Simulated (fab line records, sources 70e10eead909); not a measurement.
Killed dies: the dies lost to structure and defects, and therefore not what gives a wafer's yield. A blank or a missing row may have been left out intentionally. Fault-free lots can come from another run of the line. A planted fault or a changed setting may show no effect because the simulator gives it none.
Which of the tools did it?    flow nand-harc    6 lots with 18 wafers sampled at 3 steps, on a route of 1159 steps

== WHAT THE GAUGES SHOWED, per wafer ==
NHARC_END_SORT_01.
lot   measured      on         killed-at-periphery
L293  day 21 12:38  prober-01  6 1 5
L295  day 21 12:03  prober-02  1 1 0
L298  day 24 20:20  prober-02  3 2 4
L299  day 25 11:08  prober-02  4 2 1
L304  day 25 18:23  prober-01  3 2 2
L312  day 26 21:41  prober-02  662 660 7

== WHAT TOOL EACH LOT RAN ON (gives the tool, then ch and the chambers of the sampled wafers, and finally the start) ==
lot   NHARC_P_M0_PVD_21             NHARC_THIN_TSV_PRE_CLEAN_50
L293  pvd-sputter-03, day 6 09:05   pvd-sputter-02, day 21 12:38 or earlier
L295  pvd-sputter-02, day 6 13:16   pvd-sputter-01, day 21 12:03 or earlier
L298  pvd-sputter-03, day 7 16:05   pvd-sputter-03, day 24 20:20 or earlier
L299  pvd-sputter-03, day 7 17:03   pvd-sputter-01, day 25 11:08 or earlier
L304  pvd-sputter-03, day 9 05:36   pvd-sputter-03, day 25 18:23 or earlier
L312  pvd-sputter-02, day 10 18:29  pvd-sputter-03, day 26 21:41 or earlier
- NHARC_P_M0_PVD_21: deposits Cu, target thk 30 nm, time 20.49 s.
- NHARC_THIN_TSV_PRE_CLEAN_50: time 30 s.

== THE ANSWER, worked out from the rows above alone ==
Rule: usual is defined by the lots themselves. The widest of any qualifying gaps counts: lots, ordered by their means at a reading, are off when they make up no more than a third of the lots, leave a main group of 4 or more, and stand apart from it by 3 or more times the standard deviation of that group's means. Not used: any main group whose means are identical at the precision the tables above print for the reading. A lot without any number at a reading at which 4 lots or more have one is off too. All remaining lots with rows at the step are treated as sound.
Off at NHARC_END_SORT_01 (killed-at-periphery): L312. The main group: mean 2.5, standard deviation 1.1.
If a tool, at a process step before that reading, ran all the lots that are off and no sound lot after the first of them, it fits. Gauges at NHARC_END_SORT_01: tried the same way as those tools. Because NHARC_THIN_TSV_PRE_CLEAN_50 lacks a start for some lots, the hours and order of its lots are taken from NHARC_END_SORT_01. Can't be told from this: 3 tools fit, pvd-sputter-02 at NHARC_P_M0_PVD_21, pvd-sputter-03 at NHARC_THIN_TSV_PRE_CLEAN_50, prober-02 at NHARC_END_SORT_01.

== WHAT THE SIMULATOR HAD INSERTED ==
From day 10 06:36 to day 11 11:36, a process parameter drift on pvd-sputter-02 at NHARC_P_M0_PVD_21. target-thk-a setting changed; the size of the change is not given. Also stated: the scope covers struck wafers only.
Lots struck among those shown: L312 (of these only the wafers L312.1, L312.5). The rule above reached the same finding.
